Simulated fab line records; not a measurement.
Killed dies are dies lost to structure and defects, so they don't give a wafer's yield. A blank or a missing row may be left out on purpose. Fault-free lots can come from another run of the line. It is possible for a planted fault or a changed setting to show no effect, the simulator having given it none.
Which tool is to blame? | flow n5_finfet | 10 lots with 30 wafers sampled at 2 steps, on a route of 1938 steps

== WHAT EACH GAUGE READ, for each wafer ==
N5_BEOL_M15_INSPECT_30: inspects for defects (macro). Usual: raw_defect_count at 2.1, with a standard deviation of 1.4.
lot  | measured     | on                | raw_defect_count | flag
L783 | day 11 07:56 | defect_inspect-01 | 1 2 4            |
L785 | day 12 06:29 | defect_inspect-01 | 0 2 4            |
L786 | day 13 00:13 | defect_inspect-02 | 3 1 2            |
L791 | day 13 17:20 | defect_inspect-01 | >300 >300 >300   | OFF
L796 | day 14 13:38 | defect_inspect-01 | >300 >300 >300   | OFF
L799 | day 15 13:04 | defect_inspect-02 | 3 2 2            |
L800 | day 15 13:07 | defect_inspect-01 | 4 1 1            |
L798 | day 15 18:34 | defect_inspect-02 | 5 2 1            |
L803 | day 16 08:10 | defect_inspect-02 | 3 1 3            |
L804 | day 17 02:35 | defect_inspect-01 | 1 4 1            |

== TOOL THAT RAN EACH LOT (tool first, then ch and the chambers of the sampled wafers, then the start) ==
lot  | N5_BEOL_M15_STRIP_64
L783 | rie_diel-04 ch 0,1,3, day 11 06:00
L785 | rie_diel-02 ch 0,3, day 12 05:00
L786 | rie_diel-02 ch 0,1,3, day 12 23:00
L791 | rie_diel-02 ch 0,2,3, day 13 16:00
L796 | rie_diel-02 ch 0,1, day 14 12:00
L799 | rie_diel-01 ch 0,2,3, day 15 11:00
L800 | rie_diel-01 ch 0,2,3, day 15 11:00
L798 | rie_diel-04 ch 1,2,3, day 15 17:00
L803 | rie_diel-01 ch 1,2, day 16 06:00
L804 | rie_diel-04 ch 2,3, day 17 01:00
- N5_BEOL_M15_STRIP_64: strips in O2.

== AS READ BY THE TOOLS THEMSELVES (means over the sampled wafers that have a number; for cases with no such wafer, the mark the record gives instead) ==
N5_BEOL_M15_STRIP_64. Usual: drypump_motor_current_A 5.5 A, standard deviation 0.49; oes_product_au 0.81 a.u., standard deviation 0.096; rf_vpp_V 3.6 V, standard deviation 0.51; showerhead_plenum_p_Torr 2.11 Torr, standard deviation 0.067; throttle_valve_pct 16.56 %, standard deviation 0.3.
lot  | tool        | drypump_motor_current_A (A) | oes_product_au (a.u.) | rf_vpp_V (V) | showerhead_plenum_p_Torr (Torr) | throttle_valve_pct (%) | flag
L783 | rie_diel-04 | 5.5                         | 0.85                  | 3.4          | 2.06                            | 16.60                  |
L785 | rie_diel-02 | 5.9                         | 0.89                  | 3.7          | 2.10                            | 16.25                  |
L786 | rie_diel-02 | 5.7                         | 0.82                  | 3.8          | 2.11                            | 16.52                  |
L791 | rie_diel-02 | 5.5                         | 0.80                  | 3.8          | 2.08                            | 16.47                  |
L796 | rie_diel-02 | 6.2                         | 0.84                  | 4.1          | 2.13                            | 16.34                  |
L799 | rie_diel-01 | 5.5                         | 0.71                  | 3.8          | 2.14                            | 16.79                  |
L800 | rie_diel-01 | 5.5                         | 0.70                  | 3.2          | 2.14                            | 16.81                  |
L798 | rie_diel-04 | 5.2                         | 0.87                  | 3.7          | 2.18                            | 16.48                  |
L803 | rie_diel-01 | 5.6                         | 0.73                  | 3.7          | 2.06                            | 16.71                  |
L804 | rie_diel-04 | 5.1                         | 0.85                  | 4.0          | 2.21                            | 16.59                  |

== THE ANSWER, worked out from the rows above alone ==
Rule: take the mean of a lot's wafers that have a number; if it is more than 3 standard deviations from the usual mean, the lot is off. Also off: a lot with no number at a reading for which 4 or more lots have one. Any other lot the step has rows for is counted as sound. After the gauges, taken in route order, come the tools' own readings; for these a lot's mean is taken, as printed above. The first step at which some lot is off is used, and at that step the reading that is off furthest; a lot without a number counts as furthest.
Off at N5_BEOL_M15_INSPECT_30 (raw_defect_count): L791, L796. Without a number there: L791, L796.
A tool fits if, at a process step before that reading, it ran every lot that is off, and no sound lot after the first of them. Gauges at N5_BEOL_M15_INSPECT_30: tried the same way as those tools. One fits: rie_diel-02 at N5_BEOL_M15_STRIP_64. Its last sound lot is L786 (day 12 23:00), its first lot that is off L791 (day 13 16:00): a fault that began between those two fits.

== WHAT THE SIMULATOR HAD PUT IN ==
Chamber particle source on rie_diel-02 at N5_BEOL_M15_STRIP_64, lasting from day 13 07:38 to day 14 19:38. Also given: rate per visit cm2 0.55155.
Shown lots that were struck: L791, L796. This agrees with what the rule above found.
